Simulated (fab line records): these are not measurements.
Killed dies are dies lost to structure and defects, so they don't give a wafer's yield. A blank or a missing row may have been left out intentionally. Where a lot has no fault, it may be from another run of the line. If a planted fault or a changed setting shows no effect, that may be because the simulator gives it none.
fab line records	flow nandHarc	part 2 of 2: steps 5 to 6 of 6
record: lots: 23	wafers: 69	lastDay: 34
route steps=1302 shown P_CONTACT@233 P_M0@266
lots that met no fault: from a run of the same line without faults
startH: start of the lot's first displayed wafer, in hours after the record's first day	waitH: hours from the lot's prior step to this one	" unchanged from the row above	L1.1+2: a single row standing in for several wafers	- value missing, or start not given	* or withheld: withheld	< > ~ a bound
route shown NAME@n: NAME is a module with steps in the file, n the number in the route of the first one	usual: mean and standard deviation over wafers with no fault	same: alike in all rows	chamber/n: place in a boat	sites: the reading at each site	_std_site: standard deviation of those values	_edge_site: inner sites' mean taken away from outer sites' mean	radiusMm: how far each site lies from the wafer's centre	mask NAME#n: copy n	behind: the most recent tool/chamber to have shaped the wafer	hold: why the lot went on hold/how many hours it stayed there/how the hold came to an end	device: whichever transistor did not switch (one of n, p or np)	end of line: at the end of the route, the tests of the same wafers	a step with no rows: only its recipe	killed: at the first sort, the dies lost to defects and structure; wafer yield is something else	map: shows each die of a wafer: x if killed, . if not, _ if none is there
set.NAME: the setting the step ran with; set.NAME@STEP: the setting that earlier step ran with	model.NAME: the simulator's own value behind a step, which no gauge read
route steps across a sampled set of lots; one table per step, one row per wafer
services: a tool's chamber out of use, with start hour (startH, from the record's first day; less than 0 if before it), hours out, and reason
== steps ==
step: NHARC_P_M0_DESCUM_14
recipe: timeS: 3	o2FlowSccm: 200	arFlowSccm: 0	biasPowerW: 0	chemistry: O2
usual: drypumpMotorCurrentA: 5.94/0.29	oesProductAu: 1.000/0.0086	rfVppV: 57.8/0.86	showerheadPlenumPTorr: 1.92/0.088	throttleValvePct: 11.313/0.0086
lot.wafer	tool	chamber	startH	waitH	drypumpMotorCurrentA	oesProductAu	rfHoursCounterH	rfVppV	showerheadPlenumPTorr	throttleValvePct
L074.4	rieDiel-01	1	135.17	0.1	5.92	0.995	30	57.3	1.97	11.339
L074.3	"	3	"	"	5.67	0.984	32	57.0	1.87	11.318
L074.5	"	1	"	"	5.90	0.997	-	57.8	1.97	11.307
L075.3	rieDiel-04	3	136.11	0.1	5.98	0.999	20	58.7	2.03	11.291
L075.2	"	0	"	"	6.41	1.002	21	58.1	1.94	11.309
L075.5	"	3	"	"	5.97	1.002	-	58.5	2.03	11.307
L076.1	rieDiel-01	3	136.90	0.1	5.68	0.991	32	57.3	1.87	11.297
L076.2	"	2	"	"	6.20	1.005	32	57.5	1.81	11.301
L076.5	"	0	"	"	5.46	0.999	-	55.8	1.78	11.318
L077.4	rieDiel-04	1	151.13	0.1	6.10	1.004	25	59.4	1.95	11.311
L077.2	"	0	"	"	6.39	1.005	24	57.8	1.94	11.309
L077.6	"	2	"	"	6.00	1.008	-	58.6	2.04	11.300
L078.4	rieDiel-01	0	161.50	0.1	5.38	1.005	40	57.7	1.78	11.310
L078.2	"	1	"	"	5.85	0.990	39	59.3	1.96	11.306
L078.1	"	2	"	"	6.19	1.004	38	58.1	1.81	11.313
L079.2	rieDiel-04	2	176.23	0.1	5.99	1.004	30	58.9	2.03	11.310
L079.5	"	1	"	"	6.11	1.007	-	59.5	1.95	11.323
L079.6	"	2	"	"	6.00	1.008	-	58.8	2.03	11.337
L080.1	rieDiel-01	1	179.21	0.5	5.90	1.001	48	56.6	1.96	11.306
L080.4	"	3	"	"	5.67	0.994	47	56.4	1.87	11.306
L080.2	"	0	"	"	5.43	1.006	48	58.1	1.77	11.312
L081.2	rieDiel-01	2	199.60	0.1	6.20	1.010	49	57.0	1.80	11.301
L081.1	"	0	"	"	5.41	1.008	54	55.6	1.77	11.304
L081.4	"	2	"	"	6.18	1.018	-	56.4	1.80	11.314
L082.1	rieDiel-04	3	208.24	0.3	5.98	1.000	2	57.6	2.03	11.304
L082.6	"	0	"	"	6.40	0.989	-	56.5	1.93	11.326
L082.5	"	1	"	"	6.11	1.006	-	57.5	1.95	11.314
L084.1	rieDiel-01	0	212.99	0.1	5.39	1.019	0	56.0	1.77	11.314
L084.3	"	3	"	"	5.67	0.994	0	59.2	1.87	11.311
L084.5	"	1	"	"	5.87	1.008	-	57.5	1.96	11.309
L083.1	rieDiel-08	1	213.28	0.1	5.55	1.003	5	58.2	2.00	11.302
L083.3	"	2	"	"	5.57	1.002	3	56.7	1.89	11.319
L083.4	"	0	"	"	5.35	0.983	5	58.1	1.96	11.315
L085.3	rieDiel-01	1	229.18	0.1	5.87	1.007	4	57.8	1.96	11.301
L085.4	"	2	"	"	6.20	1.011	-	57.4	1.80	11.302
L085.5	"	1	"	"	5.88	1.008	-	58.6	1.96	11.318
L086.1	rieDiel-04	0	238.34	0.1	6.43	0.989	9	58.9	1.93	11.320
L086.6	"	1	"	"	6.11	1.004	-	56.8	1.95	11.328
L086.5	"	2	"	"	5.99	0.990	-	57.5	2.03	11.311
L088.4	rieDiel-04	0	265.46	0.1	6.39	0.977	14	57.3	1.93	11.311
L088.1	"	1	"	"	6.13	1.004	16	56.9	1.94	11.306
L088.6	"	1	"	"	6.12	1.010	-	58.5	1.94	11.326
L089.2	rieDiel-04	1	266.52	0.1	6.12	1.014	16	58.3	1.94	11.303
L089.3	"	2	"	"	6.00	0.992	16	57.7	2.03	11.320
L089.6	"	3	"	"	5.99	1.006	-	57.6	2.02	11.308
L087.1	rieDiel-04	2	267.92	0.1	6.00	1.000	16	57.7	2.03	11.313
L087.4	"	3	"	"	5.97	0.997	14	57.3	2.02	11.328
L087.6	"	1	"	"	6.13	1.008	-	57.4	1.94	11.307
L091.3	rieDiel-01	1	288.48	0.1	5.89	1.008	21	59.0	1.95	11.314
L091.1	"	2	"	"	6.17	1.016	21	57.6	1.80	11.308
L091.2	"	0	"	"	5.40	1.008	18	57.5	1.77	11.316
L092.4	rieDiel-04	0	301.05	0.1	6.41	0.987	20	56.8	1.93	11.324
L092.3	"	1	"	"	6.13	1.002	22	57.1	1.94	11.320
L092.6	"	2	"	"	5.99	0.992	-	58.8	2.03	11.325
L093.4	rieDiel-04	1	306.80	0.1	6.14	1.006	24	58.3	1.94	11.302
L093.2	"	0	"	"	6.38	0.995	21	57.3	1.93	11.312
L093.5	"	2	"	"	6.01	0.979	-	58.1	2.03	11.315
L094.3	rieDiel-04	1	319.56	0.1	6.12	0.998	28	58.0	1.94	11.295
L094.4	"	2	"	"	5.98	0.986	27	58.6	2.02	11.311
L094.1	"	3	"	"	5.97	1.003	23	57.0	2.02	11.312
L095.3	rieDiel-01	2	333.99	0.1	6.19	1.012	36	57.3	1.79	11.303
L095.4	"	1	"	"	5.89	1.015	37	58.9	1.95	11.314
L095.6	"	3	"	"	5.67	1.005	-	57.2	1.85	11.308
L096.1	rieDiel-04	3	339.54	0.1	5.99	1.007	25	57.5	2.02	11.305
L096.3	"	0	"	"	6.37	0.999	25	58.2	1.93	11.300
L096.6	"	2	"	"	6.01	0.990	-	58.2	2.02	11.321
L097.1	rieDiel-01	3	347.83	0.1	5.66	1.003	39	57.0	1.85	11.303
L097.2	"	1	"	"	5.91	0.997	42	59.7	1.95	11.332
L097.5	"	0	"	"	5.41	1.007	-	56.6	1.76	11.322
step: NHARC_P_M0_ETCH_34
recipe: targetDepthA: 400	overetchA: 120	timeS: 43.94	ionEnergyEv: 200	n2FlowSccm: 150	h2FlowSccm: 150	arFlowSccm: 0	rfW: 400	biasW: 150	chemistry: N2/H2
usual: drypumpMotorCurrentA: 5.95/0.3	h2FlowSccm: 150.0/0.46	oesProductAu: 1.004/0.0081	rfFwdPowerW: 395.3/2.3	rfVppV: 430.7/2.8	showerheadPlenumPTorr: 2.05/0.097	throttleValvePct: 14.172/0.01
lot.wafer	tool	chamber	startH	waitH	drypumpMotorCurrentA	h2FlowSccm	oesProductAu	rfFwdPowerW	rfHoursCounterH	rfVppV	showerheadPlenumPTorr	throttleValvePct
L074.4	rieDiel-01	1	135.25	0.1	5.92	150.2	1.013	396.4	30	433.6	2.10	14.186
L074.3	"	3	"	"	5.66	150.5	0.998	396.5	32	429.4	1.99	14.182
L074.5	"	1	"	"	5.94	150.2	1.004	396.3	-	432.6	2.10	14.180
L075.2	rieDiel-04	2	136.19	0.1	6.01	149.8	1.004	395.9	22	435.0	2.17	14.180
L075.3	"	3	"	"	5.98	150.2	0.999	396.7	20	434.3	2.17	14.179
L075.5	"	1	"	"	6.13	149.7	1.014	398.2	-	431.7	2.08	14.181
L076.1	rieDiel-01	3	136.99	0.1	5.67	149.6	0.997	396.0	32	430.6	1.99	14.167
L076.2	"	1	"	"	5.87	150.1	0.989	395.9	30	431.3	2.10	14.165
L076.5	"	0	"	"	5.44	149.7	0.996	390.3	-	425.9	1.89	14.177
L077.4	rieDiel-04	3	151.22	0.1	5.98	150.4	1.004	396.6	22	433.7	2.17	14.164
L077.2	"	2	"	"	6.01	150.1	1.008	396.9	24	433.4	2.17	14.160
L077.6	"	0	"	"	6.41	150.2	1.021	397.5	-	430.2	2.06	14.162
L078.2	rieDiel-01	0	161.63	0.1	5.40	148.9	1.010	392.5	40	426.7	1.89	14.173
L078.4	"	2	"	"	6.19	149.3	1.008	394.8	38	427.5	1.92	14.165
L078.1	"	3	"	"	5.65	149.7	1.000	395.3	39	429.7	1.99	14.164
L079.2	rieDiel-04	3	176.31	0.1	5.98	149.9	1.007	397.1	28	433.5	2.17	14.178
L079.5	"	3	"	"	5.99	149.5	1.013	397.9	-	433.2	2.17	14.166
L079.6	"	0	"	"	6.37	148.9	1.003	395.7	-	431.5	2.06	14.170
L080.2	rieDiel-01	1	179.30	0.1	5.87	149.9	0.994	393.3	48	430.8	2.09	14.159
L080.4	"	2	"	"	6.18	150.1	0.991	396.1	43	426.9	1.92	14.178
L080.1	"	3	"	"	5.69	149.9	0.985	395.7	47	429.2	1.99	14.163
L081.1	rieDiel-01	2	199.69	0.1	6.20	150.2	1.020	392.5	49	427.0	1.92	14.171
L081.2	"	0	"	"	5.45	150.2	1.006	392.5	54	425.2	1.89	14.173
L081.4	"	0	"	"	5.41	149.3	1.010	392.6	-	425.1	1.89	14.166
L082.1	rieDiel-04	2	208.30	0.1	6.00	149.6	0.998	397.9	3	434.3	2.17	14.177
L082.6	"	2	"	"	6.01	149.6	1.006	395.7	-	433.7	2.17	14.169
L082.5	"	3	"	"	5.96	150.0	1.009	396.6	-	435.8	2.16	14.157
L084.3	rieDiel-01	2	213.07	0.1	6.20	150.3	1.013	392.8	0	427.7	1.92	14.173
L084.1	"	0	"	"	5.44	149.7	1.003	390.7	0	426.4	1.89	14.165
L084.5	"	3	"	"	5.66	150.7	0.994	398.0	-	428.6	1.99	14.177
L083.1	rieDiel-08	3	213.37	0.1	5.82	149.9	1.002	392.2	3	430.7	2.03	14.169
L083.3	"	1	"	"	5.59	150.5	1.003	393.6	5	432.6	2.14	14.168
L083.4	"	2	"	"	5.59	150.2	1.002	392.4	3	431.5	2.02	14.171
L085.3	rieDiel-01	1	229.26	0.1	5.88	149.8	1.004	394.0	4	431.1	2.09	14.179
L085.5	"	2	"	"	6.19	150.5	1.012	395.3	-	427.2	1.92	14.184
L085.4	"	3	"	"	5.67	150.6	1.004	395.6	-	429.7	1.99	14.177
L086.1	rieDiel-04	2	238.41	0.1	6.00	150.1	0.986	395.6	10	433.2	2.17	14.171
L086.6	"	0	"	"	6.40	150.0	0.996	399.1	-	430.8	2.06	14.157
L086.5	"	1	"	"	6.12	150.0	0.999	397.8	-	430.6	2.08	14.172
L088.4	rieDiel-04	1	265.56	0.1	6.13	149.9	1.018	397.7	16	432.3	2.07	14.169
L088.1	"	2	"	"	6.00	150.4	0.996	398.5	16	435.1	2.17	14.180
L088.6	"	0	"	"	6.38	149.4	0.988	398.6	-	432.6	2.06	14.160
L089.2	rieDiel-04	0	266.58	0.1	6.41	149.6	0.994	397.6	14	432.0	2.06	14.169
L089.3	"	1	"	"	6.11	149.7	1.006	397.4	16	431.4	2.07	14.162
L089.6	"	1	"	"	6.11	150.0	1.010	395.8	-	430.8	2.07	14.169
L087.4	rieDiel-04	2	268.12	0.2	6.01	149.8	1.005	396.3	16	432.7	2.16	14.162
L087.1	"	3	"	"	5.98	150.0	1.003	392.9	14	433.7	2.16	14.157
L087.6	"	2	"	"	6.02	150.2	1.009	396.5	-	433.1	2.16	14.175
L091.1	rieDiel-01	0	288.57	0.1	5.44	150.4	1.002	391.5	18	427.4	1.88	14.173
L091.2	"	1	"	"	5.87	150.9	1.012	394.1	21	433.6	2.08	14.176
L091.3	"	3	"	"	5.67	149.3	1.000	394.6	23	429.6	1.98	14.177
L092.3	rieDiel-04	1	301.12	0.1	6.15	150.3	1.007	396.6	22	430.4	2.07	14.154
L092.4	"	2	"	"	6.02	150.8	0.999	396.0	22	434.6	2.16	14.178
L092.6	"	1	"	"	6.13	150.4	1.006	397.8	-	430.3	2.07	14.169
L093.2	rieDiel-04	0	306.89	0.1	6.42	150.1	1.007	397.7	21	430.7	2.05	14.172
L093.4	"	1	"	"	6.13	150.5	1.002	397.8	24	432.0	2.07	14.170
L093.5	"	3	"	"	5.99	149.8	0.995	394.6	-	433.0	2.16	14.161
L094.3	rieDiel-04	1	319.63	0.1	6.13	150.1	1.006	397.4	28	431.4	2.07	14.180
L094.4	"	2	"	"	6.00	149.5	0.983	395.6	27	433.3	2.16	14.170
L094.1	"	3	"	"	5.97	150.1	1.014	396.8	23	432.9	2.16	14.195
L095.3	rieDiel-01	1	334.09	0.1	5.91	149.3	1.008	393.5	37	430.7	2.08	14.178
L095.4	"	2	"	"	6.18	150.6	0.999	393.1	36	426.2	1.91	14.164
L095.6	"	0	"	"	5.40	150.2	1.001	391.4	-	426.4	1.87	14.170
L096.1	rieDiel-04	3	339.62	0.1	5.97	149.1	1.014	395.4	25	434.9	2.16	14.163
L096.3	"	0	"	"	6.37	150.3	0.996	397.6	25	430.9	2.05	14.184
L096.6	"	2	"	"	6.00	150.0	0.988	396.6	-	433.0	2.16	14.164
L097.1	rieDiel-01	1	347.92	0.1	5.90	149.4	0.999	393.8	42	431.2	2.08	14.167
L097.2	"	2	"	"	6.21	149.9	0.998	394.4	41	427.6	1.90	14.191
L097.5	"	1	"	"	5.91	149.8	1.000	394.2	-	431.6	2.08	14.170
== services ==
tool	chamber	startH	hours	kind
cmp-01	-	122.67	3.5	repair
rieDiel-09	-	143.10	9.0	pm
cmp-02	-	143.70	4.0	pm
rieDiel-04	-	145.43	0.6	repair
rieDiel-04	1	154.89	5.2	repair
cmp-02	-	164.04	0.3	repair
rieDiel-01	2	173.34	3.9	repair
rieDiel-04	-	177.94	9.0	pm
cmp-02	-	180.32	0.3	repair
cmp-01	-	185.53	4.0	pm
rieDiel-01	3	189.30	11.1	repair
rieDiel-01	-	203.83	9.0	pm
rieDiel-01	0	225.69	10.8	repair
cmp-01	-	234.24	0.3	repair
cmp-02	-	241.70	4.0	pm
rieDiel-09	2	248.40	6.9	repair
cmp-01	-	250.02	0.2	repair
rieDiel-09	-	273.24	0.6	repair
cmp-01	-	280.42	0.9	repair
cmp-01	-	283.60	4.0	pm
rieDiel-09	0	295.79	1.7	repair
rieDiel-09	-	320.10	9.0	pm
cmp-02	-	339.70	4.0	pm
rieDiel-01	3	341.35	4.0	repair
